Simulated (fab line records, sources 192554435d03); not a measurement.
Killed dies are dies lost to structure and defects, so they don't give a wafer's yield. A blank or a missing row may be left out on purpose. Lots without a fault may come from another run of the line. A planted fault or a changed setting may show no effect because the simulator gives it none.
Split-lot experiment | flow n5_finfet | 7 lots, 21 wafers read, on a route of 1938 steps

THE SPLIT
At N5_BEOL_M8_EXPOSE_25 (exposes mask V7, target cd 40 nm), the setting dose_mj was moved away from the recipe's 42.5 on 9 of the 21 wafers read, by -5.2% to +6.3%. The other wafers ran this setting at the recipe's value.

FROM THE SPLIT TO THE READING: what the file shows between them, 2 steps
- N5_BEOL_M8_PEB_26: peb time 60 s
- N5_BEOL_M8_DEVELOP_27: develop time 30 s

THE READING
cd_nm, in nm, at N5_BEOL_M8_CD_MEAS_28 (target cd 40 nm). Fault-free wafers of this fab line usually give 40.01 nm, standard deviation 0.21 nm.

wafer  | tool, chamber at the split | dose_mj as run | against the recipe | cd_nm, nm | against lot-mates on the recipe
L076.2 | euv_scanner-02, 0          | 42.5           | recipe             | 39.98     | -
L076.4 | euv_scanner-02, 0          | 42.5           | recipe             | 40.30     | -
L076.5 | euv_scanner-02, 0          | 42.5           | recipe             | 39.74     | -
L078.2 | euv_scanner-02, 0          | 40.5           | -4.7%              | 39.21     | -0.95
L078.3 | euv_scanner-02, 0          | 42.5           | recipe             | 40.16     | -
L078.4 | euv_scanner-02, 0          | 42.5           | recipe             | 40.17     | -
L079.4 | euv_scanner-02, 0          | 42.5           | recipe             | 40.12     | -
L079.5 | euv_scanner-02, 0          | 43.88          | +3.2%              | 40.76     | +0.64
L079.6 | euv_scanner-02, 0          | 43.88          | +3.2%              | 40.67     | +0.55
L081.1 | euv_scanner-02, 0          | 42.5           | recipe             | 39.97     | -
L081.2 | euv_scanner-02, 0          | 40.29          | -5.2%              | 39.00     | -1.00
L081.6 | euv_scanner-02, 0          | 42.5           | recipe             | 40.02     | -
L083.3 | euv_scanner-02, 0          | 40.69          | -4.3%              | 39.27     | no lot-mate on the recipe
L083.4 | euv_scanner-02, 0          | 40.69          | -4.3%              | 38.86     | no lot-mate on the recipe
L083.5 | euv_scanner-02, 0          | 40.69          | -4.3%              | 38.84     | no lot-mate on the recipe
L084.2 | euv_scanner-01, 0          | 42.5           | recipe             | 39.56     | -
L084.3 | euv_scanner-01, 0          | 42.5           | recipe             | 39.57     | -
L084.6 | euv_scanner-01, 0          | 42.5           | recipe             | 40.03     | -
L096.2 | euv_scanner-02, 0          | 45.19          | +6.3%              | 41.58     | +1.22
L096.4 | euv_scanner-02, 0          | 45.19          | +6.3%              | 41.36     | +1.00
L096.5 | euv_scanner-02, 0          | 42.5           | recipe             | 40.36     | -

THE FIT
A straight line over all 21 wafers: cd_nm changes by +0.22 nm for each +1% of dose_mj; r = +0.95; the points scatter about the line by 0.23 nm.
The same after taking each lot's own level away (the mean of its wafers on the recipe; 18 wafers): +0.184 nm for each +1%; r = +0.97; scatter 0.15 nm.
On that fit, the largest move of dose_mj shifts the reading by 1.2 nm.
The lots' own levels span 39.720 to 40.360 nm, that is 3.0 times the standard deviation above.
So the lot-to-lot level changes the slope: the two fits differ.
Check: with one of the wafers moved furthest among these (+6.3%) left out of the fit, the line predicts +1.13 nm for it against its lot-mates. It came out at +1.22 nm against them.

OTHER SPLITS ON THESE WAFERS
These wafers also went through other splits before the reading. Each is held against what the fit with the lots' levels taken away leaves over:
other split on the same wafers     | wafers away from the commonest value | r with cd_nm (lot level and that fit taken away)
N5_BEOL_M6_ETCH_62 time_s          | 8                                    | -0.26
N5_BEOL_M6_TRENCH_ETCH_37 source_w | 5                                    | +0.10
N5_BEOL_M6_ALD_77 ald_cycles       | 7                                    | -0.15
N5_BEOL_M7_DESCUM_33 time_s        | 6                                    | +0.03
N5_BEOL_M7_ETCH_41 bias_w          | 9                                    | -0.12

THE WHOLE CHAIN: every reading that the file lists as answering this split, in the file's order
step                  | what it does                                                | reading                                                        | change (the file's fit)               | r (the file's)
N5_BEOL_M8_CD_MEAS_28 | target cd 40 nm                                             | cd_nm                                                          | +0.187 nm for each +1% of the setting | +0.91
N5_BEOL_M8_DESCUM_33  | chemistry O2, time 7 s                                      | BEOL_M8.cd_nm (the simulator's own value, which no gauge read) | +0.202 nm for each +1% of the setting | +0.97
N5_BEOL_M8_ETCH_72    | etches underlayer in N2/H2, target depth 6.5 nm, time 5.2 s | BEOL_M8.cd_nm (the simulator's own value, which no gauge read) | +0.217 nm for each +1% of the setting | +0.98
N5_BEOL_M8_ETCH_65    | etches SiARC in CF4, target depth 15.6 nm, time 26 s        | BEOL_M8.cd_nm (the simulator's own value, which no gauge read) | +0.21 nm for each +1% of the setting  | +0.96

THE FILE'S OWN FIT
cd_nm changes by +0.187 nm for each +1% of dose_mj, r = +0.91.
